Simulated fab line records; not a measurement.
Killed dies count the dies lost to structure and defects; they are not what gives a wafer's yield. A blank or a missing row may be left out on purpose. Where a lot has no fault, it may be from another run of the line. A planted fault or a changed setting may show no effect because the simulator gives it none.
Matching of chambers	flow nand harc	rie diel-09 running NHARC_A_STAIRCASE_DESCUM_186: 4 sister chambers
The step chemistry O2, time 3 s. 20 wafers are shown with their chamber, then 10 later ones without.

## WAFERS WITH THEIR CHAMBER
wafer	chamber	showerhead plenum p Torr (Torr)	oes product au (a.u.)	throttle valve pct (%)
L074.1	1	1.80	1.026	11.306
L074.2	3	2.02	1.028	11.295
L074.6	2	1.98	0.994	11.299
L078.2	2	1.98	1.005	11.310
L078.5	3	2.02	1.005	11.289
L078.6	2	1.98	0.993	11.301
L078.1	0	1.96	0.986	11.316
L078.3	1	1.80	0.999	11.303
L078.4	3	2.02	1.012	11.298
L082.1	3	2.01	1.006	11.298
L082.4	1	1.79	1.002	11.317
L082.6	2	1.97	1.003	11.306
L083.3	1	1.79	1.002	11.310
L083.5	1	1.79	0.998	11.306
L083.6	0	1.96	0.999	11.314
L088.1	1	1.79	1.013	11.302
L088.2	2	1.97	1.010	11.309
L088.3	3	2.01	1.006	11.311
L088.4	0	1.96	0.997	11.293
L088.5	2	1.97	1.011	11.301

SIGNATURES (averages over the wafers above)
reading	chamber 0	chamber 1	chamber 2	chamber 3	scatter within a chamber
showerhead plenum p Torr	1.9600	1.7933	1.9750	2.0160	0.00502
oes product au	0.99400	1.00667	1.00267	1.01140	0.00923
throttle valve pct	11.30767	11.30733	11.30433	11.29820	0.00725
Rule: for each reading, subtract the chamber's mean from the wafer's reading, divide by that reading's scatter and square the result; add these up over the readings and take the root, which gives the wafer's distance from the chamber. If the next closest chamber is less than 2 further off than the closest, the wafer can't be placed; otherwise it belongs to the closest. The scatter: the root of (the sum of the squares of (reading less its chamber's mean) over the shown wafers, divided by (wafers less chambers)).

## WAFERS MISSING THEIR CHAMBER
wafer	showerhead plenum p Torr (Torr)	oes product au (a.u.)	throttle valve pct (%)
L088.6	2.01	1.009	11.310
L091.1	2.01	1.009	11.290
L091.2	1.96	0.996	11.307
L091.5	1.97	1.011	11.297
L093.2	1.96	0.999	11.316
L093.4	1.78	1.007	11.304
L093.5	2.00	1.007	11.302
L097.1	1.95	0.996	11.305
L097.2	2.00	0.995	11.304
L097.5	1.95	1.001	11.318

## WHICH CHAMBER EACH WENT THROUGH
wafer	from the rows above	in truth
L088.6	3	3
L091.1	3	3
L091.2	0	0
L091.5	can't be placed: 2 or 0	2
L093.2	0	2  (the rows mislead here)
L093.4	1	1
L093.5	can't be placed: 3 or 2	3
L097.1	0	0
L097.2	can't be placed: 3 or 2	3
L097.5	0	0
Correctly placed: 6 of 10. Unplaceable from these rows: 3, with the true chamber sitting among the candidates in 3. Placed wrongly: 1.
